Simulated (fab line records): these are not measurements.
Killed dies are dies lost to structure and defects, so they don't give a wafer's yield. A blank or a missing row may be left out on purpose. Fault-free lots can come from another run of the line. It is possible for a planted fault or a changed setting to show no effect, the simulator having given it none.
Problem report in the 8D (eight disciplines) form, filled by code || flow n5 finfet || the parts of the form that need people (team, actions taken, sign-off) are left out
Where a reading is given only as a bound, like >300, the bound stands for it, and a mean or a difference that rests on one is marked > or <: the true number lies beyond.

## 1. THE ISSUE
raw defect count at N5_PASSIVATION_INSPECT_64 reads a mean of >300 on 3 wafers of 2 lots; wafers without a fault read 2.0 with a standard deviation of 1.4. So: +99 or more standard deviations from the usual mean.
The step: inspects for defects (macro).
Seen first at day 15 12:44 on defect inspect-02, wafer L975.3. The record holds 30 wafers of 10 lots with a number at this step. By rule, "out" or "out of limits" means more than 4 standard deviations away from the usual mean. All remaining wafers that have a number are taken as sound.

## 2. WHAT IT IS; WHAT IT IS NOT
{"question": "which readings at this step", "is": "raw defect count", "is not": "-"}
{"question": "which lots", "is": "L975, L977", "is not": "L968, L976, L980, L981, L984, L987, L988, L990"}
{"question": "which wafers of those lots", "is": "L975.3, L975.5, L977.4", "is not": "L975.2, L977.2, L977.5"}
{"question": "read on which gauges", "is": "defect inspect-02", "is not": "defect inspect-01"}
{"question": "when", "is": "from day 15 12:44", "is not": "up to then (4 sound wafers); but 23 sound wafers of L976, L977, L980, L981, L984, L987, L988, L990 came after"}

## 3. WHAT RULES OUT EACH SUSPECT
Counting: any tool at a process step up to the reading remains a suspect provided it ran every lot that is out. Sound lots after the first of them don't rule it out here, since some wafers of a struck lot are sound.
- the gauge at N5_PASSIVATION_INSPECT_64 is ruled out. All the wafers that are out were read on defect inspect-02, but those of them that N5_PASSIVATION_PROBE_49 has rows for are out there too, on other tools.
- rie diel-03 at N5_PASSIVATION_ETCH_15 (etches SiCN in CF4/N2, target depth 75 nm, time 81.2 s): kept. It ran every lot that is out, first L975 (day 15 11:54). With no start given for some of its lots, N5_PASSIVATION_ETCH_15 uses the hours and lot order of N5_PASSIVATION_DEGAS_18.
- pvd sputter-01 at N5_PASSIVATION_DEGAS_18 (time 60 s): kept. Every lot that is out went through it, the first being L975 (day 15 11:54); the last sound lot it ran before that was L968 (day 13 15:31).
- pvd sputter-01 at N5_PASSIVATION_AL_DEP_21 (deposits Al, target thk 2800 nm, time 170 s): kept. Every lot that is out went through it, the first being L975 (day 15 12:05); the last sound lot it ran before that was L968 (day 13 15:41).
rie diel-03 at N5_PASSIVATION_ETCH_15, pvd sputter-01 at N5_PASSIVATION_DEGAS_18 and pvd sputter-01 at N5_PASSIVATION_AL_DEP_21 are what is left after counting.

## 4. THE CAUSE (what the simulator had put in)
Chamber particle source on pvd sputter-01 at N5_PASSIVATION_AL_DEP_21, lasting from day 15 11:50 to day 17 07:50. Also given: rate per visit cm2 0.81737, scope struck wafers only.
After counting, 3 suspects remain, this tool included.

## 5. SEQUENCE OF EFFECTS, ordered by route
Each row: a reading whose mean over the struck wafers that have a number lies more than 3 standard deviations from the usual. Only readings for which the record gives a usual standard deviation are gone through. hours: the time from each lot's start at the first step in this table that gives one to its start at this step, as a median over the lots. sigmas: the change in usual standard deviations.
{"hours": 0, "step": "N5_PASSIVATION_INSPECT_64", "reading": "raw defect count", "usual": 2.0, "on struck wafers": ">300", "change": ">+298", "sigmas": "+99 or more"}
{"hours": 5, "step": "N5_PASSIVATION_PROBE_49", "reading": "killed at other", "usual": 3.7, "on struck wafers": 50.0, "change": "+46.3", "sigmas": "+15"}
{"hours": 5, "step": "N5_PASSIVATION_PROBE_49", "reading": "killed on rim", "usual": 13, "on struck wafers": 28, "change": "+15", "sigmas": "+3.8"}
Here are the process steps it includes:
- N5_PASSIVATION_PROBE_49

## 6. HOW IT WOULD HAVE BEEN CAUGHT EARLIER
In this record the first reading out of limits at a measuring or inspecting step was taken at day 15 12:44, 1 hour after the fault began at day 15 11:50.
Of the tool readings at N5_PASSIVATION_AL_DEP_21 for which the record gives a usual standard deviation, none was out on any struck wafer, so an alarm limit of 4 standard deviations on them would not have fired.
L977, from the lots that are out (2), started N5_PASSIVATION_AL_DEP_21 on pvd sputter-01 later than day 15 12:44. A hold on the tool at that time would have spared it.
